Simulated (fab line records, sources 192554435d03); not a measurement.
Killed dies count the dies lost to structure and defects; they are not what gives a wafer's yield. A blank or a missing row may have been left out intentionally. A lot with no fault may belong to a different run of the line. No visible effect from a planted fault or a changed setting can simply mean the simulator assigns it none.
A struck lot beside a sound one | flow n5-finfet | 15 steps out of a route of 1938
Sound: wafers L830.2, L830.3, L830.5. Struck: wafers L834.3, L834.5. (L834.1 of the same lot was not struck and is left out.) The cause comes at the end.
Order at every step that has rows: each side's tool, ch and its chambers, its first start. Under that, the readings that differ: sound wafers | struck wafers | difference of the means | sigmas: that difference in standard deviations of wafers without a fault.
alike: words and numbers the same on both sides, and readings whose means are apart by under 2 such deviations; not compared: readings that were withheld, readings missing a value for some wafer, numbers with overlapping values and no deviation given by the record, and bounds like >300 which may hide the same value.
Wherever a step has rows on one side only, a row that says differs or no value, or a row with sigmas, the two part there. Numbers that don't overlap but have no deviation are shown without sigmas and don't part them. A reading missing from all wafers of one side parts the sides only when that side holds two or more wafers.

N5_BEOL_M4_CO_CAP_55: material Co, precursor CCTBA/H2, target thk 2 nm, time 102.1 s.
  sound on cvd-co-01 ch 0,1,2, day 11 07:50; struck on cvd-co-01 ch 1, day 12 12:37
  alike: heater-power-w
  not compared: since-wet-clean-h
then, 2 steps without rows for these wafers: N5_BEOL_M4_PRE_CLEAN_56 (time 15 s); N5_BEOL_M4_DEP_57 (deposits SiCN from 3MS/NH3, target thk 8 nm, time 14 s).
N5_BEOL_M4_RS_MEAS_58: the measuring method here is four-point-probe.
  sound on film-metro-01, day 11 08:01; struck on film-metro-02, day 12 12:49
  alike: M4_RS
N5_BEOL_M4_INSPECT_59: inspects for defects (darkfield).
  sound on defect-inspect-01, day 11 08:02; struck on defect-inspect-01, day 12 12:50
  alike: raw-defect-count
N5_BEOL_M4_RC_MEAS_101:
  sound on prober-02 ch 0, day 11 08:13; struck on prober-01 ch 0, day 12 12:52
  alike: DIBL_N, DIBL_P, IOFF_N, IOFF_P, ION_N, ION_P, SS_N, SS_P, VT_N, VT_P
N5_BEOL_M5_ILD_DEP_00: deposits SiCOH lowk from DEMS/porogen, target thk 140.64 nm, time 25.9 s.
  sound on pecvd-02 ch 1,2, day 11 09:02; struck on pecvd-02 ch 2, day 12 13:50
  alike: heater-power-w, showerhead-plenum-p-Torr, throttle-valve-pct
  not compared: since-wet-clean-h
N5_BEOL_M5_CURE_79: cures SiCOH lowk, time 240 s.
  sound on uv-cure-03 ch 0, day 11 09:10; struck on uv-cure-03 ch 0, day 12 13:55
  alike: lamp-power-pct, wafer_temp_C_max
N5_BEOL_M5_THK_MEAS_01:
  sound on film-metro-02, day 11 09:36; struck on film-metro-02, day 12 14:25
  alike: M5_ILD_THK
N5_BEOL_M5_PECVD_70: deposits SiO2 from TEOS/O2, target thk 16 nm, time 18 s.
  sound on pecvd-03 ch 0,2, day 11 09:38; struck on pecvd-03 ch 0,2, day 12 14:28
  alike: heater-power-w, showerhead-plenum-p-Torr, throttle-valve-pct
  not compared: since-wet-clean-h
N5_BEOL_M5_HM_DEP_02: deposits TiN, target thk 20 nm.
  sound on pvd-sputter-03, day 11 10:05; struck on pvd-sputter-02, day 12 16:32
  alike: throttle-valve-pct
then, 1 step without rows for these wafers: N5_BEOL_M5_COAT_59 (time 60 s, resist thk 60 nm).
N5_BEOL_M5_COAT_60: time 60 s, resist thk 12 nm.
  sound on litho-track-01 ch 0, day 11 10:12; struck on litho-track-05 ch 0, day 12 16:40
  reading                  | sound             | struck      | difference | sigmas
  heater-power-total-W (W) | 430.2 426.9 429.2 | 467.9 470.7 | +40.5      | +20
  run-length-s (s)         | 66.17 65.94 65.99 | 56.88 56.99 | -9.10      | -51
then, 1 step without rows for these wafers: N5_BEOL_M5_COAT_71 (time 60 s, resist thk 5 nm).
-- here the record skips 4 days between the struck wafers' starts before and after, leaving off in module BEOL_M5 and picking up in module PASSIVATION (first step shown: number 1936 of the route) --
N5_PASSIVATION_PROBE_49:
  sound on prober-02, day 15 18:40; struck on prober-01, day 16 21:35
  reading             | sound    | struck | difference | sigmas
  killed-at-front-end | 53 41 30 | 67     | +26        | +2
  alike: defect-limited-yield, killed_at_M0_to_M3, killed_at_M4_up, killed-at-contacts, killed-at-other, killed-dies, killed-open, killed-short, sort_bin_5_function, sort_bin_6_memory, sort-n-pass, sort-yield-pct

== WHERE THEY PART ==
Last at N5_PASSIVATION_PROBE_49 as far as this record goes, first at N5_BEOL_M5_COAT_60.

WHY: what the simulator had put in
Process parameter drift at N5_BEOL_M5_COAT_60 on litho-track-05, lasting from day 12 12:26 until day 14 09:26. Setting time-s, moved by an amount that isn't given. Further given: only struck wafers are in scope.
